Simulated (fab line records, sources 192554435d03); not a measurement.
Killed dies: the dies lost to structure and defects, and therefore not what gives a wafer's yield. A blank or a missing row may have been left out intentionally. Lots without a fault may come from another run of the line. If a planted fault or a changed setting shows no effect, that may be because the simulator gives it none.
fab line records + flow n5Finfet + part 1 of 2: steps 1 to 4 of 6
[record]
- lots = 18
- wafers = 54
- lastDay = 17
route steps=1938 shown BEOL_M8@1370 BEOL_M9@1417
lots that met no fault: from a run of the same line without faults
startH: start of the lot's first displayed wafer, in hours after the record's first day + waitH: time in hours since the lot's previous step + " as in the row above + L1.1+2: a single row standing in for several wafers + - value missing, or start not given + * or withheld: withheld + < > ~ a bound
route shown NAME@n: names a module that has steps shown in the file, with the first one's number in the route + usual: average and standard deviation across the fault-free wafers + same: alike in all rows + chamber/n: place in a boat + sites: the reading at each site + _std_site: how widely they spread, as a standard deviation + _edge_site: the outer-site mean with the inner-site mean subtracted + radiusMm: for every site, how far away it sits from the centre of the wafer + mask NAME#n: copy n + behind: the last tool/chamber to shape the wafer + hold: why the lot went on hold/how many hours it stayed there/how the hold came to an end + device: names the non-switching transistor (n, p or np) + end of line: tests run on the same wafers once the route is complete + for a step that has no rows: nothing shown but its recipe + killed: the dies lost at the first sort to structure and to defects; this is not the yield of the wafer + map: dies across one wafer; x = killed, . = not, _ = none there
set.NAME: the run value of the setting; set.NAME@STEP: its run value at that earlier step + model.NAME: the simulator's own value behind a step, which no gauge read
the route's steps for a sample of lots (tables are steps, rows are wafers)
services: from which hour (startH, from the record's first day; less than 0 if before it) a tool's chamber was out of use, for how many hours, and why
[[steps]]
[step N5_BEOL_M8_ETCH_65]
[recipe]
- chemistry = CF4
- target = SiARC
- targetDepthA = 156
- maskMaterial = CAR-EUV
- timeS = 26
- ionEnergyEv = 80
- pressureMtorr = 40
- sourceW = 545
- biasW = 36
- Ar_flow_sccm = 100
- cf4FlowSccm = 100
- ends = cleared
[usual]
- biasW = 36.00/0.1
- drypumpMotorCurrentA = 5.6/0.42
- etchRfOnTimeS = 25.7/0.35
- mfcArSccm = 99.9/0.35
- oesProductAu = 0.71/0.063
- rfFwdPowerW = 532.1/1.9
- rfVppV = 184.3/1.1
- showerheadPlenumPTorr = 2.15/0.057
- throttleValvePct = 15.56/0.19
| lot.wafer | tool       | chamber | startH | waitH | biasW | drypumpMotorCurrentA | etchRfOnTimeS | mfcArSccm | oesProductAu | rfFwdPowerW | rfHoursCounterH | rfVppV | showerheadPlenumPTorr | throttleValvePct |
|-----------|------------|---------|--------|-------|-------|----------------------|---------------|-----------|--------------|-------------|-----------------|--------|-----------------------|------------------|
| L075.2    | rieDiel-05 | 3       | 222.18 | 0.0   | 36.16 | 6.3                  | 25.6          | 99.9      | 0.80         | 535.8       | 5               | 185.0  | 2.19                  | 15.38            |
| L075.3    | "          | 0       | "      | "     | 36.02 | 5.7                  | 25.8          | 99.9      | 0.66         | 531.5       | 112             | 184.8  | 2.16                  | 15.27            |
| L075.5    | "          | 0       | "      | "     | 36.02 | 5.7                  | 25.9          | 100.5     | 0.67         | 532.7       | -               | 184.1  | 2.16                  | 15.27            |
| L074.3    | rieDiel-01 | 0       | 228.42 | 0.0   | 36.16 | 5.4                  | 25.7          | 99.4      | 0.72         | 532.4       | 82              | 185.2  | 2.16                  | 15.45            |
| L074.4    | "          | 1       | "      | "     | 36.19 | 6.1                  | 25.8          | 99.7      | 0.70         | 534.4       | 99              | 184.1  | 2.16                  | 15.62            |
| L074.5    | "          | 3       | "      | "     | 35.90 | 5.6                  | 26.3          | 100.1     | 0.56         | 530.2       | -               | 186.2  | 2.20                  | 15.92            |
| L077.4    | rieDiel-06 | 1       | 231.58 | 0.0   | 35.99 | 6.1                  | 26.8          | 99.2      | 0.59         | 531.6       | -               | 182.6  | 2.04                  | 15.75            |
| L077.5    | "          | 2       | "      | "     | 35.95 | 5.2                  | 25.9          | 100.5     | 0.71         | 531.3       | -               | 186.0  | 2.24                  | 15.41            |
| L077.6    | "          | 0       | "      | "     | 36.06 | 5.3                  | 26.0          | 99.8      | 0.62         | 534.0       | -               | 184.4  | 2.14                  | 15.82            |
| L079.2    | rieDiel-06 | 0       | 244.22 | 0.0   | 36.00 | 5.3                  | 25.8          | 100.6     | 0.63         | 528.4       | 184             | 184.9  | 2.13                  | 15.84            |
| L079.3    | "          | 1       | "      | "     | 36.17 | 6.2                  | 26.7          | 100.4     | 0.59         | 532.1       | 236             | 182.5  | 2.04                  | 15.77            |
| L079.4    | "          | 3       | "      | "     | 36.11 | 5.1                  | 25.6          | 99.9      | 0.79         | 531.4       | 11              | 184.3  | 2.20                  | 15.48            |
| L080.2    | rieDiel-01 | 0       | 244.64 | 0.0   | 36.17 | 5.4                  | 25.5          | 99.9      | 0.72         | 530.0       | 87              | 184.9  | 2.16                  | 15.46            |
| L080.4    | "          | 3       | "      | "     | 36.04 | 5.6                  | 26.0          | 100.3     | 0.58         | 531.2       | 247             | 184.7  | 2.20                  | 15.93            |
| L080.5    | "          | 2       | "      | "     | 36.16 | 4.9                  | 25.1          | 100.2     | 0.77         | 530.5       | -               | 183.2  | 2.16                  | 15.29            |
| L078.2    | rieDiel-06 | 2       | 244.66 | 0.0   | 35.88 | 5.3                  | 25.9          | 100.0     | 0.71         | 534.0       | 76              | 186.6  | 2.24                  | 15.43            |
| L078.3    | "          | 0       | "      | "     | 36.21 | 5.4                  | 25.7          | 99.8      | 0.63         | 531.3       | 184             | 184.1  | 2.13                  | 15.83            |
| L078.6    | "          | 0       | "      | "     | 36.04 | 5.3                  | 25.7          | 100.6     | 0.62         | 531.5       | -               | 184.4  | 2.13                  | 15.83            |
| L082.1    | rieDiel-01 | 2       | 246.40 | 0.0   | 35.99 | 4.9                  | 25.4          | 99.5      | 0.76         | 532.5       | 52              | 185.0  | 2.16                  | 15.28            |
| L082.2    | "          | 1       | "      | "     | 35.94 | 6.1                  | 25.8          | 99.5      | 0.69         | 531.1       | 105             | 184.3  | 2.16                  | 15.66            |
| L082.6    | "          | 3       | "      | "     | 36.13 | 5.6                  | 26.4          | 99.9      | 0.57         | 535.3       | -               | 185.0  | 2.20                  | 15.94            |
| L081.2    | rieDiel-05 | 3       | 254.38 | 0.0   | 36.06 | 6.3                  | 25.6          | 99.4      | 0.78         | 535.0       | 14              | 185.6  | 2.18                  | 15.40            |
| L081.5    | "          | 3       | "      | "     | 36.06 | 6.3                  | 25.4          | 99.9      | 0.78         | 534.8       | -               | 184.7  | 2.18                  | 15.39            |
| L081.6    | "          | 2       | "      | "     | 35.91 | 5.8                  | 25.5          | 100.4     | 0.73         | 531.9       | -               | 183.6  | 2.08                  | 15.70            |
| L083.4    | rieDiel-06 | 3       | 270.65 | 0.0   | 35.93 | 5.1                  | 25.7          | 100.3     | 0.78         | 533.1       | 21              | 184.2  | 2.20                  | 15.48            |
| L083.5    | "          | 3       | "      | "     | 35.91 | 5.1                  | 25.7          | 100.4     | 0.77         | 536.1       | -               | 184.2  | 2.20                  | 15.50            |
| L083.6    | "          | 2       | "      | "     | 36.05 | 5.3                  | 25.8          | 99.9      | 0.70         | 532.8       | -               | 184.5  | 2.24                  | 15.42            |
| L084.2    | rieDiel-06 | 0       | 291.78 | 0.0   | 35.99 | 5.3                  | 25.3          | 99.6      | 0.62         | 531.8       | 201             | 184.3  | 2.13                  | 15.88            |
| L084.4    | "          | 3       | "      | "     | 35.97 | 5.1                  | 25.3          | 99.7      | 0.77         | 532.4       | -               | 185.2  | 2.19                  | 15.50            |
| L084.6    | "          | 2       | "      | "     | 35.87 | 5.3                  | 25.7          | 99.9      | 0.70         | 535.0       | -               | 184.9  | 2.24                  | 15.43            |
| L085.1    | rieDiel-06 | 0       | 292.18 | 0.0   | 35.85 | 5.3                  | 25.7          | 100.6     | 0.62         | 528.4       | 201             | 183.5  | 2.13                  | 15.88            |
| L085.4    | "          | 3       | "      | "     | 36.09 | 5.1                  | 25.6          | 99.9      | 0.77         | 533.6       | -               | 185.0  | 2.19                  | 15.49            |
| L085.5    | "          | 0       | "      | "     | 35.93 | 5.4                  | 25.6          | 100.4     | 0.62         | 529.5       | -               | 185.4  | 2.13                  | 15.87            |
| L091.1    | rieDiel-05 | 0       | 305.12 | 0.0   | 36.01 | 5.7                  | 25.8          | 99.9      | 0.65         | 528.8       | 140             | 183.8  | 2.15                  | 15.34            |
| L091.3    | "          | 1       | "      | "     | 36.01 | 5.9                  | 25.7          | 100.2     | 0.72         | 532.5       | 79              | 183.9  | 2.06                  | 15.62            |
| L091.6    | "          | 3       | "      | "     | 35.91 | 6.3                  | 25.5          | 100.0     | 0.75         | 534.3       | -               | 185.6  | 2.18                  | 15.45            |
| L090.1    | rieDiel-01 | 3       | 311.93 | 0.0   | 36.11 | 5.6                  | 25.9          | 99.7      | 0.80         | 532.3       | 9               | 185.1  | 2.19                  | 15.46            |
| L090.2    | "          | 0       | "      | "     | 36.05 | 5.4                  | 25.6          | 100.3     | 0.69         | 531.7       | 113             | 183.7  | 2.15                  | 15.53            |
| L090.3    | "          | 1       | "      | "     | 36.01 | 6.1                  | 25.3          | 99.8      | 0.68         | 530.3       | 130             | 184.5  | 2.15                  | 15.71            |
| L092.1    | rieDiel-05 | 3       | 314.38 | 0.0   | 35.95 | 6.2                  | 25.7          | 99.9      | 0.75         | 536.5       | 34              | 184.0  | 2.18                  | 15.45            |
| L092.4    | "          | 0       | "      | "     | 36.01 | 5.7                  | 26.4          | 100.1     | 0.64         | 531.4       | 143             | 183.4  | 2.15                  | 15.33            |
| L092.5    | "          | 2       | "      | "     | 36.17 | 5.8                  | 25.8          | 98.9      | 0.70         | 532.5       | -               | 184.0  | 2.07                  | 15.76            |
| L093.1    | rieDiel-05 | 3       | 318.50 | 0.0   | 36.18 | 6.3                  | 25.3          | 100.3     | 0.75         | 535.0       | 35              | 183.6  | 2.18                  | 15.44            |
| L093.4    | "          | 1       | "      | "     | 35.88 | 5.9                  | 25.7          | 99.7      | 0.71         | 533.4       | 84              | 183.9  | 2.06                  | 15.62            |
| L093.6    | "          | 2       | "      | "     | 35.88 | 5.8                  | 25.4          | 100.3     | 0.71         | 530.6       | -               | 182.3  | 2.07                  | 15.74            |
| L094.2    | rieDiel-06 | 3       | 339.93 | 0.0   | 36.28 | 5.1                  | 25.6          | 99.8      | 0.73         | 530.1       | 49              | 185.5  | 2.19                  | 15.53            |
| L094.3    | "          | 2       | "      | "     | 35.93 | 5.3                  | 25.9          | 99.2      | 0.67         | 531.7       | 113             | 185.6  | 2.23                  | 15.47            |
| L094.6    | "          | 0       | "      | "     | 35.98 | 5.3                  | 25.7          | 100.1     | 0.60         | 530.3       | -               | 185.4  | 2.12                  | 15.90            |
| L095.2    | rieDiel-06 | 3       | 347.08 | 0.0   | 36.07 | 5.1                  | 25.6          | 100.1     | 0.74         | 529.9       | 52              | 184.1  | 2.19                  | 15.55            |
| L095.4    | "          | 0       | "      | "     | 36.07 | 5.3                  | 25.7          | 99.9      | 0.60         | 531.5       | 220             | 184.4  | 2.12                  | 15.90            |
| L095.5    | "          | 3       | "      | "     | 36.02 | 5.1                  | 25.7          | 99.6      | 0.73         | 530.3       | -               | 183.3  | 2.19                  | 15.57            |
| L097.2    | rieDiel-05 | 1       | 354.82 | 0.0   | 35.96 | 5.9                  | 25.9          | 100.1     | 0.70         | 532.5       | 95              | 182.5  | 2.06                  | 15.64            |
| L097.3    | "          | 3       | "      | "     | 36.15 | 6.3                  | 25.5          | 100.0     | 0.72         | 532.5       | 48              | 184.8  | 2.17                  | 15.45            |
| L097.5    | "          | 2       | "      | "     | 36.11 | 5.8                  | 25.6          | 99.8      | 0.69         | 531.6       | -               | 183.4  | 2.07                  | 15.76            |
[step N5_BEOL_M8_VIA_ETCH_34]
[recipe]
- chemistry = C4F6/O2
- target = SiCOH_lowk
- targetDepthA = 1255
- maskMaterial = SOC
- taperDeg = 4
- timeS = 50.5
- ionEnergyEv = 250
- pressureMtorr = 30
- sourceW = 345
- biasW = 185
- Ar_flow_sccm = 300
- C4F6_flow_sccm = 10
- O2_flow_sccm = 10
[usual]
- biasW = 185.0/0.55
- drypumpMotorCurrentA = 5.6/0.42
- mfcArSccm = 300.0/0.81
- oesProductAu = 0.82/0.074
- rfFwdPowerW = 341.3/1.3
- rfVppV = 668/13
- showerheadPlenumPTorr = 2.86/0.079
- throttleValvePct = 20.86/0.16
| lot.wafer | tool       | chamber | startH | waitH | biasW | drypumpMotorCurrentA | mfcArSccm | oesProductAu | rfFwdPowerW | rfHoursCounterH | rfVppV | showerheadPlenumPTorr | throttleValvePct |
|-----------|------------|---------|--------|-------|-------|----------------------|-----------|--------------|-------------|-----------------|--------|-----------------------|------------------|
| L075.2    | rieDiel-05 | 3       | 222.31 | 0.0   | 185.3 | 6.3                  | 301.3     | 0.94         | 343.7       | 5               | 658    | 2.91                  | 20.77            |
| L075.3    | "          | 0       | "      | "     | 185.0 | 5.7                  | 301.2     | 0.78         | 341.3       | 112             | 652    | 2.88                  | 20.62            |
| L075.5    | "          | 0       | "      | "     | 185.3 | 5.7                  | 300.2     | 0.79         | 341.7       | -               | 654    | 2.88                  | 20.62            |
| L074.3    | rieDiel-01 | 0       | 228.55 | 0.0   | 186.1 | 5.4                  | 300.8     | 0.84         | 341.6       | 82              | 648    | 2.86                  | 20.65            |
| L074.4    | "          | 1       | "      | "     | 184.9 | 6.1                  | 299.0     | 0.82         | 341.0       | 99              | 662    | 2.88                  | 20.99            |
| L074.5    | "          | 3       | "      | "     | 185.3 | 5.6                  | 301.3     | 0.67         | 340.0       | -               | 672    | 2.92                  | 21.14            |
| L077.4    | rieDiel-06 | 1       | 231.71 | 0.0   | 185.4 | 6.1                  | 301.4     | 0.70         | 341.6       | -               | 650    | 2.71                  | 21.02            |
| L077.5    | "          | 2       | "      | "     | 185.1 | 5.3                  | 300.5     | 0.84         | 342.0       | -               | 677    | 2.97                  | 20.63            |
| L077.6    | "          | 0       | "      | "     | 185.7 | 5.3                  | 300.1     | 0.74         | 340.1       | -               | 662    | 2.83                  | 21.05            |
| L079.2    | rieDiel-06 | 0       | 244.35 | 0.0   | 185.2 | 5.3                  | 300.2     | 0.72         | 339.9       | 184             | 661    | 2.82                  | 21.05            |
| L079.3    | "          | 1       | "      | "     | 185.4 | 6.1                  | 299.4     | 0.68         | 344.4       | 236             | 651    | 2.70                  | 21.01            |
| L079.4    | "          | 3       | "      | "     | 185.4 | 5.1                  | 301.1     | 0.93         | 339.9       | 11              | 683    | 2.92                  | 20.86            |
| L080.2    | rieDiel-01 | 0       | 244.76 | 0.0   | 185.5 | 5.4                  | 300.0     | 0.83         | 341.3       | 87              | 646    | 2.85                  | 20.66            |
| L080.4    | "          | 3       | "      | "     | 184.8 | 5.6                  | 299.4     | 0.67         | 340.0       | 247             | 673    | 2.92                  | 21.16            |
| L080.5    | "          | 2       | "      | "     | 185.1 | 4.9                  | 300.2     | 0.89         | 339.9       | -               | 685    | 2.89                  | 20.68            |
| L078.2    | rieDiel-06 | 2       | 244.79 | 0.0   | 185.1 | 5.3                  | 299.9     | 0.82         | 342.8       | 76              | 677    | 2.97                  | 20.62            |
| L078.3    | "          | 0       | "      | "     | 184.9 | 5.4                  | 299.6     | 0.72         | 340.0       | 184             | 661    | 2.82                  | 21.05            |
| L078.6    | "          | 0       | "      | "     | 185.1 | 5.3                  | 299.6     | 0.73         | 340.5       | -               | 661    | 2.82                  | 21.03            |
| L082.1    | rieDiel-01 | 2       | 246.53 | 0.0   | 185.5 | 4.9                  | 300.4     | 0.88         | 340.9       | 52              | 685    | 2.89                  | 20.68            |
| L082.2    | "          | 1       | "      | "     | 185.8 | 6.1                  | 299.8     | 0.81         | 342.1       | 105             | 662    | 2.87                  | 21.00            |
| L082.6    | "          | 3       | "      | "     | 184.0 | 5.6                  | 300.5     | 0.67         | 342.6       | -               | 673    | 2.92                  | 21.15            |
| L081.2    | rieDiel-05 | 3       | 254.51 | 0.0   | 184.5 | 6.3                  | 299.7     | 0.92         | 340.5       | 14              | 655    | 2.91                  | 20.79            |
| L081.5    | "          | 3       | "      | "     | 185.2 | 6.3                  | 300.2     | 0.91         | 342.9       | -               | 657    | 2.91                  | 20.79            |
| L081.6    | "          | 2       | "      | "     | 184.2 | 5.8                  | 300.5     | 0.84         | 341.2       | -               | 675    | 2.75                  | 20.94            |
| L083.4    | rieDiel-06 | 3       | 270.78 | 0.0   | 184.4 | 5.1                  | 299.8     | 0.91         | 341.2       | 21              | 683    | 2.92                  | 20.89            |
| L083.5    | "          | 3       | "      | "     | 184.6 | 5.1                  | 299.2     | 0.91         | 340.6       | -               | 682    | 2.92                  | 20.88            |
| L083.6    | "          | 2       | "      | "     | 185.3 | 5.3                  | 300.6     | 0.82         | 341.6       | -               | 675    | 2.96                  | 20.63            |
| L084.2    | rieDiel-06 | 0       | 291.91 | 0.0   | 183.9 | 5.3                  | 299.3     | 0.72         | 340.4       | 201             | 661    | 2.82                  | 21.06            |
| L084.4    | "          | 3       | "      | "     | 185.1 | 5.1                  | 301.3     | 0.89         | 337.6       | -               | 682    | 2.91                  | 20.89            |
| L084.6    | "          | 2       | "      | "     | 184.8 | 5.3                  | 298.9     | 0.80         | 342.0       | -               | 677    | 2.96                  | 20.64            |
| L085.1    | rieDiel-06 | 0       | 292.31 | 0.0   | 185.6 | 5.3                  | 300.7     | 0.72         | 339.5       | 201             | 660    | 2.81                  | 21.10            |
| L085.4    | "          | 3       | "      | "     | 185.2 | 5.2                  | 301.8     | 0.90         | 339.1       | -               | 683    | 2.91                  | 20.89            |
| L085.5    | "          | 0       | "      | "     | 184.8 | 5.3                  | 300.1     | 0.72         | 340.1       | -               | 660    | 2.81                  | 21.09            |
| L091.1    | rieDiel-05 | 0       | 305.25 | 0.0   | 183.1 | 5.7                  | 299.5     | 0.75         | 343.3       | 140             | 651    | 2.87                  | 20.66            |
| L091.3    | "          | 1       | "      | "     | 185.3 | 5.8                  | 301.6     | 0.83         | 343.8       | 79              | 683    | 2.74                  | 20.88            |
| L091.6    | "          | 3       | "      | "     | 184.8 | 6.3                  | 299.5     | 0.88         | 344.2       | -               | 655    | 2.90                  | 20.81            |
| L090.1    | rieDiel-01 | 3       | 312.06 | 0.0   | 185.2 | 5.6                  | 299.9     | 0.94         | 341.3       | 9               | 672    | 2.91                  | 20.84            |
| L090.2    | "          | 0       | "      | "     | 185.7 | 5.4                  | 300.7     | 0.80         | 341.1       | 113             | 647    | 2.84                  | 20.71            |
| L090.3    | "          | 1       | "      | "     | 184.3 | 6.1                  | 298.5     | 0.79         | 339.4       | 130             | 659    | 2.86                  | 21.04            |
| L092.1    | rieDiel-05 | 3       | 314.51 | 0.0   | 185.2 | 6.2                  | 299.5     | 0.87         | 343.4       | 34              | 655    | 2.90                  | 20.82            |
| L092.4    | "          | 0       | "      | "     | 185.4 | 5.8                  | 298.4     | 0.74         | 340.2       | 143             | 653    | 2.86                  | 20.64            |
| L092.5    | "          | 2       | "      | "     | 186.3 | 5.8                  | 299.1     | 0.81         | 340.1       | -               | 675    | 2.74                  | 20.99            |
| L093.1    | rieDiel-05 | 3       | 318.63 | 0.0   | 186.1 | 6.3                  | 301.6     | 0.87         | 343.2       | 35              | 655    | 2.90                  | 20.80            |
| L093.4    | "          | 1       | "      | "     | 184.6 | 5.9                  | 300.0     | 0.84         | 340.8       | 84              | 682    | 2.73                  | 20.90            |
| L093.6    | "          | 2       | "      | "     | 184.4 | 5.8                  | 300.3     | 0.83         | 340.3       | -               | 674    | 2.74                  | 20.99            |
| L094.2    | rieDiel-06 | 3       | 340.05 | 0.0   | 184.4 | 5.1                  | 301.5     | 0.86         | 338.1       | 49              | 683    | 2.91                  | 20.91            |
| L094.3    | "          | 2       | "      | "     | 185.8 | 5.3                  | 298.8     | 0.79         | 342.5       | 113             | 674    | 2.95                  | 20.67            |
| L094.6    | "          | 0       | "      | "     | 185.4 | 5.3                  | 300.8     | 0.71         | 340.2       | -               | 661    | 2.81                  | 21.12            |
| L095.2    | rieDiel-06 | 3       | 347.21 | 0.0   | 185.7 | 5.1                  | 300.8     | 0.86         | 340.2       | 52              | 682    | 2.90                  | 20.94            |
| L095.4    | "          | 0       | "      | "     | 184.7 | 5.3                  | 300.4     | 0.70         | 339.6       | 220             | 662    | 2.81                  | 21.12            |
| L095.5    | "          | 3       | "      | "     | 185.8 | 5.1                  | 300.5     | 0.85         | 339.4       | -               | 682    | 2.90                  | 20.92            |
| L097.2    | rieDiel-05 | 1       | 354.95 | 0.0   | 185.6 | 5.9                  | 298.6     | 0.82         | 339.5       | 95              | 682    | 2.73                  | 20.90            |
| L097.3    | "          | 3       | "      | "     | 184.6 | 6.3                  | 300.6     | 0.86         | 342.9       | 48              | 656    | 2.89                  | 20.83            |
| L097.5    | "          | 2       | "      | "     | 185.7 | 5.8                  | 298.6     | 0.80         | 342.4       | -               | 675    | 2.74                  | 21.01            |
[step N5_BEOL_M8_SPUTTER_48]
[recipe]
- material = Cu
- targetThkA = 100
- tempC = -20
- biasV = 60
- powerW = 26000
- chamberPressurePa = 0.13
- timeS = 1.667
[usual]
- throttleValvePct = 30.7/0.85
| lot.wafer | tool          | chamber | startH | waitH | throttleValvePct |
|-----------|---------------|---------|--------|-------|------------------|
| L075.2    | pvdSputter-03 | -       | 223.93 | 0.1   | 30.0             |
| L075.3    | "             | -       | "      | "     | 30.5             |
| L075.5    | "             | -       | "      | "     | 30.6             |
| L074.3    | pvdSputter-01 | -       | 230.28 | 0.1   | 30.2             |
| L074.4    | "             | -       | "      | "     | 30.2             |
| L074.5    | "             | -       | "      | "     | 29.9             |
| L077.4    | pvdSputter-02 | -       | 233.42 | 0.0   | 32.6             |
| L077.5    | "             | -       | "      | "     | 30.9             |
| L077.6    | "             | -       | "      | "     | 29.7             |
| L079.2    | pvdSputter-02 | -       | 246.88 | 0.1   | 30.6             |
| L079.3    | "             | -       | "      | "     | 29.6             |
| L079.4    | "             | -       | "      | "     | 31.1             |
| L080.2    | pvdSputter-03 | -       | 247.08 | 0.1   | 31.5             |
| L080.4    | "             | -       | "      | "     | 31.9             |
| L080.5    | "             | -       | "      | "     | 30.6             |
| L078.2    | pvdSputter-03 | -       | 247.62 | 0.1   | 30.2             |
| L078.3    | "             | -       | "      | "     | 30.8             |
| L078.6    | "             | -       | "      | "     | 31.4             |
| L082.1    | pvdSputter-02 | -       | 247.93 | 0.1   | 32.7             |
| L082.2    | "             | -       | "      | "     | 31.3             |
| L082.6    | "             | -       | "      | "     | 32.4             |
| L081.2    | pvdSputter-01 | -       | 256.13 | 0.2   | 29.9             |
| L081.5    | "             | -       | "      | "     | 30.3             |
| L081.6    | "             | -       | "      | "     | 30.0             |
| L083.4    | pvdSputter-03 | -       | 274.01 | 0.0   | 30.4             |
| L083.5    | "             | -       | "      | "     | 30.7             |
| L083.6    | "             | -       | "      | "     | 31.5             |
| L084.2    | pvdSputter-01 | -       | 293.69 | 0.1   | 30.5             |
| L084.4    | "             | -       | "      | "     | 29.7             |
| L084.6    | "             | -       | "      | "     | 29.7             |
| L085.1    | pvdSputter-03 | -       | 293.96 | 0.1   | 31.4             |
| L085.4    | "             | -       | "      | "     | 30.6             |
| L085.5    | "             | -       | "      | "     | 30.7             |
| L091.1    | pvdSputter-01 | -       | 308.38 | 1.4   | 30.3             |
| L091.3    | "             | -       | "      | "     | 30.4             |
| L091.6    | "             | -       | "      | "     | 30.4             |
| L090.1    | pvdSputter-02 | -       | 314.16 | 0.1   | 29.4             |
| L090.2    | "             | -       | "      | "     | 32.5             |
| L090.3    | "             | -       | "      | "     | 31.2             |
| L092.1    | pvdSputter-01 | -       | 316.18 | 0.1   | 29.8             |
| L092.4    | "             | -       | "      | "     | 30.8             |
| L092.5    | "             | -       | "      | "     | 29.6             |
| L093.1    | pvdSputter-02 | -       | 320.31 | 0.1   | 30.8             |
| L093.4    | "             | -       | "      | "     | 29.7             |
| L093.6    | "             | -       | "      | "     | 32.5             |
| L094.2    | pvdSputter-02 | -       | 341.94 | 0.1   | 29.7             |
| L094.3    | "             | -       | "      | "     | 32.3             |
| L094.6    | "             | -       | "      | "     | 32.6             |
| L095.2    | pvdSputter-03 | -       | 349.27 | 0.2   | 31.7             |
| L095.4    | "             | -       | "      | "     | 30.7             |
| L095.5    | "             | -       | "      | "     | 30.4             |
| L097.2    | pvdSputter-02 | -       | 357.03 | 0.3   | 31.1             |
| L097.3    | "             | -       | "      | "     | 30.7             |
| L097.5    | "             | -       | "      | "     | 31.4             |
[step N5_BEOL_M8_INSPECT_58]
[recipe]
- inspectInstrument = darkfield
- mode = postDep
[usual]
- rawDefectCount = 77/29
| lot.wafer | tool             | chamber | startH | waitH | rawDefectCount |
|-----------|------------------|---------|--------|-------|----------------|
| L075.2    | defectInspect-02 | -       | 225.61 | 0.0   | 100            |
| L075.3    | "                | -       | "      | "     | 73             |
| L075.5    | "                | -       | "      | "     | 171            |
| L074.3    | defectInspect-02 | -       | 231.40 | 0.0   | 110            |
| L074.4    | "                | -       | "      | "     | 62             |
| L074.5    | "                | -       | "      | "     | 86             |
| L077.4    | defectInspect-01 | -       | 235.23 | 0.0   | 79             |
| L077.5    | "                | -       | "      | "     | 53             |
| L077.6    | "                | -       | "      | "     | 90             |
| L079.2    | defectInspect-02 | -       | 248.20 | 0.0   | 67             |
| L079.3    | "                | -       | "      | "     | 60             |
| L079.4    | "                | -       | "      | "     | 70             |
| L080.2    | defectInspect-02 | -       | 249.21 | 0.0   | 131            |
| L080.4    | "                | -       | "      | "     | 60             |
| L080.5    | "                | -       | "      | "     | 70             |
| L078.2    | defectInspect-02 | -       | 249.48 | 0.0   | 99             |
| L078.3    | "                | -       | "      | "     | 86             |
| L078.6    | "                | -       | "      | "     | 109            |
| L082.1    | defectInspect-02 | -       | 249.75 | 0.0   | 48             |
| L082.2    | "                | -       | "      | "     | 50             |
| L082.6    | "                | -       | "      | "     | 61             |
| L081.2    | defectInspect-02 | -       | 257.33 | 0.0   | 87             |
| L081.5    | "                | -       | "      | "     | 162            |
| L081.6    | "                | -       | "      | "     | 86             |
| L083.4    | defectInspect-01 | -       | 275.48 | 0.0   | 78             |
| L083.5    | "                | -       | "      | "     | 64             |
| L083.6    | "                | -       | "      | "     | 80             |
| L084.2    | defectInspect-02 | -       | 294.65 | 0.0   | 125            |
| L084.4    | "                | -       | "      | "     | 95             |
| L084.6    | "                | -       | "      | "     | 56             |
| L085.1    | defectInspect-01 | -       | 295.46 | 0.0   | 86             |
| L085.4    | "                | -       | "      | "     | 58             |
| L085.5    | "                | -       | "      | "     | 71             |
| L091.1    | defectInspect-02 | -       | 309.34 | 0.0   | 101            |
| L091.3    | "                | -       | "      | "     | 53             |
| L091.6    | "                | -       | "      | "     | 64             |
| L090.1    | defectInspect-01 | -       | 315.14 | 0.0   | 84             |
| L090.2    | "                | -       | "      | "     | 92             |
| L090.3    | "                | -       | "      | "     | 50             |
| L092.1    | defectInspect-01 | -       | 317.30 | 0.0   | 41             |
| L092.4    | "                | -       | "      | "     | 47             |
| L092.5    | "                | -       | "      | "     | 37             |
| L093.1    | defectInspect-02 | -       | 321.53 | 0.0   | 78             |
| L093.4    | "                | -       | "      | "     | 42             |
| L093.6    | "                | -       | "      | "     | 77             |
| L094.2    | defectInspect-02 | -       | 342.89 | 0.0   | 98             |
| L094.3    | "                | -       | "      | "     | 47             |
| L094.6    | "                | -       | "      | "     | 49             |
| L095.2    | defectInspect-02 | -       | 350.23 | 0.0   | 48             |
| L095.4    | "                | -       | "      | "     | 77             |
| L095.5    | "                | -       | "      | "     | 63             |
| L097.2    | defectInspect-01 | -       | 358.40 | 0.0   | 65             |
| L097.3    | "                | -       | "      | "     | 41             |
| L097.5    | "                | -       | "      | "     | 39             |
